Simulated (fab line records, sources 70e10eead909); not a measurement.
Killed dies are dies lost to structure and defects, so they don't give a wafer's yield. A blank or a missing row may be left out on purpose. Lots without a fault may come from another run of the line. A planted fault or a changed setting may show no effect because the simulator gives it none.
Which tool did it? | flow nand_harc | 13 lots, 37 wafers sampled, at 4 steps of a route of 1159

WHAT THE GAUGES READ, wafer by wafer
NHARC_A_ONON_D1_THK_MEAS_24: measures by ellipsometry.
lot  | measured     | on            | thk_nm (nm)
L956 | day 7 11:13  | film_metro-02 | 1001 1000 1000
L957 | day 8 08:01  | film_metro-01 | 1012 1013 1010
L960 | day 8 21:49  | film_metro-01 | 999 999 1000
L959 | day 8 21:58  | film_metro-01 | 998 1000 1000
L961 | day 9 10:02  | film_metro-02 | 1000 1000 1002
L962 | day 9 10:22  | film_metro-02 | 1013 1012 1013
L964 | day 9 18:05  | film_metro-02 | 1002 1000 1001
L963 | day 10 02:53 | film_metro-01 | 1011 1010 1012
L969 | day 11 01:25 | film_metro-01 | 996 997
L972 | day 12 10:48 | film_metro-01 | 1000 1002
L973 | day 12 11:08 | film_metro-02 | 992 994 994
L975 | day 12 18:00 | film_metro-02 | 995 995 994
L978 | day 13 12:20 | film_metro-02 | 1008 1008 1007

NHARC_A_ONON_D1_THK_MEAS_30: measures by ellipsometry.
lot  | measured     | on            | thk_nm (nm)
L956 | day 7 12:22  | film_metro-01 | 994 994 991
L957 | day 8 09:09  | film_metro-01 | 1012 1010 1011
L960 | day 8 23:00  | film_metro-02 | 1003 1003 1004
L959 | day 8 23:15  | film_metro-02 | 1008 1007 1006
L961 | day 9 11:11  | film_metro-02 | 989 992 991
L962 | day 9 11:29  | film_metro-01 | 1022 1021 1020
L964 | day 9 19:13  | film_metro-01 | 983 982 983
L963 | day 10 04:01 | film_metro-02 | 1009 1010 1010
L969 | day 11 02:50 | film_metro-01 | 995 995
L972 | day 12 11:56 | film_metro-02 | 1002 1005
L973 | day 12 12:17 | film_metro-01 | 996 999 1000
L975 | day 12 19:08 | film_metro-02 | 1017 1016 1015
L978 | day 13 13:29 | film_metro-01 | 1002 1001 1002

NHARC_A_CHANNEL_HOLE_D1_CD_MEAS_10: target cd 100 nm.
lot  | measured     | on        | cd_nm (nm)
L956 | day 7 15:35  | cd_sem-02 | 99.3 99.7 99.4
L957 | day 8 15:37  | cd_sem-03 | 99.0 98.7 99.5
L960 | day 9 02:32  | cd_sem-01 | 100.8 100.2 100.2
L959 | day 9 02:46  | cd_sem-03 | 101.0 101.0 100.2
L961 | day 9 14:19  | cd_sem-02 | 100.9 100.2 100.6
L962 | day 9 16:22  | cd_sem-02 | 99.7 99.7 100.6
L964 | day 9 22:46  | cd_sem-03 | 100.0 101.0 100.1
L963 | day 10 07:16 | cd_sem-01 | 100.4 101.0 100.8
L969 | day 11 06:54 | cd_sem-01 | 97.3 99.9
L972 | day 12 17:08 | cd_sem-02 | 97.4 100.9
L973 | day 12 17:43 | cd_sem-02 | 100.6 101.0 100.6
L975 | day 12 22:23 | cd_sem-02 | 100.3 99.4 100.1
L978 | day 13 20:26 | cd_sem-01 | 101.3 101.0 101.4

WHICH TOOL RAN EACH LOT (tool, then ch and the chambers of the sampled wafers, then the start)
lot  | NHARC_A_CHANNEL_HOLE_D1_PEB_08
L956 | litho_track-04 ch 0, day 7 15:31
L957 | litho_track-04 ch 0, day 8 15:32
L960 | litho_track-01 ch 0, day 9 02:28
L959 | litho_track-01 ch 0, day 9 02:41
L961 | litho_track-01 ch 0, day 9 14:14
L962 | litho_track-04 ch 0, day 9 16:17
L964 | litho_track-01 ch 0, day 9 22:41
L963 | litho_track-06 ch 0, day 10 07:11
L969 | litho_track-01 ch 0, day 11 06:49
L972 | litho_track-01 ch 0, day 12 17:03
L973 | litho_track-06 ch 0, day 12 17:38
L975 | litho_track-06 ch 0, day 12 22:19
L978 | litho_track-06 ch 0, day 13 20:21
- NHARC_A_CHANNEL_HOLE_D1_PEB_08: peb time 65 s.

WHAT THE TOOLS THEMSELVES READ (means of the sampled wafers that have a number; where no wafer has one, the mark that the record gives instead)
NHARC_A_CHANNEL_HOLE_D1_PEB_08.
lot  | tool           | heater_power_total_W (W)
L956 | litho_track-04 | 156.7
L957 | litho_track-04 | 156.6
L960 | litho_track-01 | 156.5
L959 | litho_track-01 | 156.7
L961 | litho_track-01 | 156.4
L962 | litho_track-04 | 156.8
L964 | litho_track-01 | 156.4
L963 | litho_track-06 | 157.0
L969 | litho_track-01 | 162.1
L972 | litho_track-01 | 161.6
L973 | litho_track-06 | 156.4
L975 | litho_track-06 | 156.2
L978 | litho_track-06 | 157.0

THE ANSWER, worked out from the rows above alone
Rule: what is usual is taken from the lots themselves. Put in order of their means at a reading, lots are off if they are a third of the lots or fewer, leave a main group of 4 or more, and stand apart from it by a gap of 3 or more times the standard deviation of the main group's means; of several such gaps the widest counts. A main group whose means are all the same, to the digits that the tables above print for the reading, isn't used. A lot without any number at a reading at which 4 lots or more have one is off too. The other lots that the step has rows for count as sound. The gauges are gone through in route order, then the tools' own readings, and for those a lot's mean is taken as printed above. The first step at which some lot is off is used, and at that step the reading that is off furthest; a lot without a number counts as furthest.
Off: L969, L972, at NHARC_A_CHANNEL_HOLE_D1_PEB_08 (heater_power_total_W). The main group: mean 156.6 W, standard deviation 0.25.
A tool fits if, at that step or a process step before it, it ran every lot that is off, and no sound lot after the first of them. One fits: litho_track-01 at NHARC_A_CHANNEL_HOLE_D1_PEB_08. Its last sound lot is L964 (day 9 22:41), its first lot that is off L969 (day 11 06:49): a fault that began between those two fits.
The tool's own readings at NHARC_A_CHANNEL_HOLE_D1_PEB_08 bear it out: on the lots that are off they differ by more than 5 times the standard deviation of the sound lots' means. heater_power_total_W reads 161.8 W there against 156.6 W on the sound lots.

WHAT THE SIMULATOR HAD PUT IN
Process parameter drift: litho_track-01, from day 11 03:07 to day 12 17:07, at NHARC_A_CHANNEL_HOLE_D1_PEB_08. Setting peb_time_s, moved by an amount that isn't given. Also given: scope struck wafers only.
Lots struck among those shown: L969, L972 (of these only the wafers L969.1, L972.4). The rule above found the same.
